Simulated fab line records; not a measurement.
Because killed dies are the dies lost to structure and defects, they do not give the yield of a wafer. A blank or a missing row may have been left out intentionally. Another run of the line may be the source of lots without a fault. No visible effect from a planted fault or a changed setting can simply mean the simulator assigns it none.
2 desks looking at one fault :: flow nand harc :: what lay behind the numbers comes last; until then each desk has only its own

== THE DEFECT DESK ==
Inspection counts along the route, by lot: the mean over sampled wafers that carry a number. Any lot whose mean is over 4 standard deviations away from the usual mean is out of limits and marked OUT; that distance is given in the brackets.
Columns: A = raw defect count at NHARC_A_M1_INSPECT_27, usual 477
lot: L840
first seen here: day 18 05:32
A: 556

lot: L844
first seen here: day 18 07:20
A: 373

lot: L841
first seen here: day 18 07:51
A: 374

lot: L842
first seen here: day 18 10:54
A: 404

lot: L843
first seen here: day 19 02:55
A: 343

lot: L847
first seen here: day 19 08:41
A: 455

lot: L846
first seen here: day 19 16:44
A: 556

lot: L848
first seen here: day 20 11:38
A: 695

lot: L856
first seen here: day 22 08:11
A: 528

lot: L857
first seen here: day 22 15:45
A: 405

lot: L861
first seen here: day 22 17:44
A: 398

lot: L860
first seen here: day 23 06:52
A: 434

lot: L862
first seen here: day 23 12:25
A: 490
Finding of this desk: none of the 13 lots has anything out of limits.

== DESK OF THE TOOL OWNER: rie metal-03 ==
The tool's own readings at NHARC_THIN_TSV_ETCH_36 (etches the open film in Cl2/BCl3, target depth 65 nm, time 18.571 s): means of the sampled wafers that have a number, for each lot that ran on this tool. Any lot whose mean is over 4 standard deviations away from the usual mean is out of limits and marked OUT; that distance is given in the brackets.
Columns: A = drypump motor current A at NHARC_THIN_TSV_ETCH_36, usual 5.9 A; B = oes product au at NHARC_THIN_TSV_ETCH_36, usual 1.003 a.u.
lot: L842
first seen here: day 19 12:55
A: 6.5
B: 1.003

lot: L846
first seen here: day 20 17:13
A: 6.3
B: 0.998

lot: L856
first seen here: day 23 08:22
A: 6.0
B: 0.833 (-24) OUT

lot: L857
first seen here: day 23 19:22
A: 6.3
B: 0.892 (-15) OUT
This desk finds L856, L857 out of limits, L856 being first, at day 23 08:22 (oes product au at NHARC_THIN_TSV_ETCH_36). L842, L846 stayed within limits.

== PUT TOGETHER ==
On L856, L857, at day 23 08:22, an alarm was possible from the tool owner's desk.
The defect desk saw nothing out of limits.
The defect desk has L856, L857 on record, within its limits.
NHARC_THIN_TSV_ETCH_36 was run on rie metal-03 by each of the lots named.

== WHAT THE SIMULATOR PUT IN ==
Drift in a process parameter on rie metal-03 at NHARC_THIN_TSV_ETCH_36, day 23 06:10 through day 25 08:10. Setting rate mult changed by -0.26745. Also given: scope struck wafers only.
Struck lots among those shown: L856, L857.
Delay in hours, fault start to first out-of-limits reading, by desk: the tool owner's desk at 2.
